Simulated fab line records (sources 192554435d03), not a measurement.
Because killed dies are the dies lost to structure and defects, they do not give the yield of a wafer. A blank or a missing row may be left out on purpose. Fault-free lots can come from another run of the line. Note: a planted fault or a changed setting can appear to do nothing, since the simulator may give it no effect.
Chamber matching -- flow n5Finfet -- N5_BEOL_M8_ILD_DEP_00 on pecvd-04: 3 sister chambers
The step deposits SiCOH lowk from DEMS/porogen, target thk 179.75 nm, time 33.4 s. 14 wafers are shown with their chamber, then 7 later ones without.

## WAFERS PAIRED WITH THEIR CHAMBERS
wafer,chamber,throttleValvePct (%),heaterPowerW (W),showerheadPlenumPTorr (Torr)
L080.3,2,12.7,344,5.723
L080.4,2,12.8,350,5.709
L080.5,1,13.9,283,5.735
L078.1,1,13.8,291,5.741
L078.2,0,13.2,429,5.728
L078.5,1,13.4,283,5.744
L085.1,2,12.7,273,5.723
L085.4,1,13.7,231,5.735
L085.6,0,13.4,434,5.730
L086.1,1,13.4,304,5.748
L086.3,0,13.4,410,5.750
L086.5,0,13.1,426,5.732
L092.2,0,13.1,397,5.725
L092.3,0,13.2,415,5.731

SIGNATURES, as means of the wafers listed above
reading,chamber 0,chamber 1,chamber 2,scatter within a chamber
throttleValvePct,13.233,13.640,12.733,0.168
heaterPowerW,418.50,278.40,322.33,26.5
showerheadPlenumPTorr,5.73267,5.74060,5.71833,0.00769
Rule: a wafer's distance from a chamber is the root of the sum, over the readings, of the square of ((its reading less the chamber's mean) divided by the reading's scatter). If the next closest chamber is less than 2 further off than the closest, the wafer can't be placed; otherwise it belongs to the closest. The scatter: take each reading less its chamber's mean, square it, sum over the shown wafers, divide by the number of wafers less the number of chambers, and take the root.

## WAFERS WHOSE CHAMBER IS MISSING
wafer,throttleValvePct (%),heaterPowerW (W),showerheadPlenumPTorr (Torr)
L092.4,12.8,302,5.725
L096.1,13.4,418,5.730
L096.3,12.7,341,5.743
L096.5,12.7,339,5.730
L097.1,12.9,416,5.734
L097.3,12.8,315,5.718
L097.5,13.1,428,5.733

## WHICH CHAMBER EACH WENT THROUGH
wafer,from the rows above,in truth
L092.4,2,2
L096.1,0,0
L096.3,can't be placed: 2 or 0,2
L096.5,2,2
L097.1,0,0
L097.3,2,2
L097.5,0,0
Correct placement for 6 of the 7. Can't be placed from these rows: 1 (the true chamber is among the candidates in 1). Wrongly placed: 0.
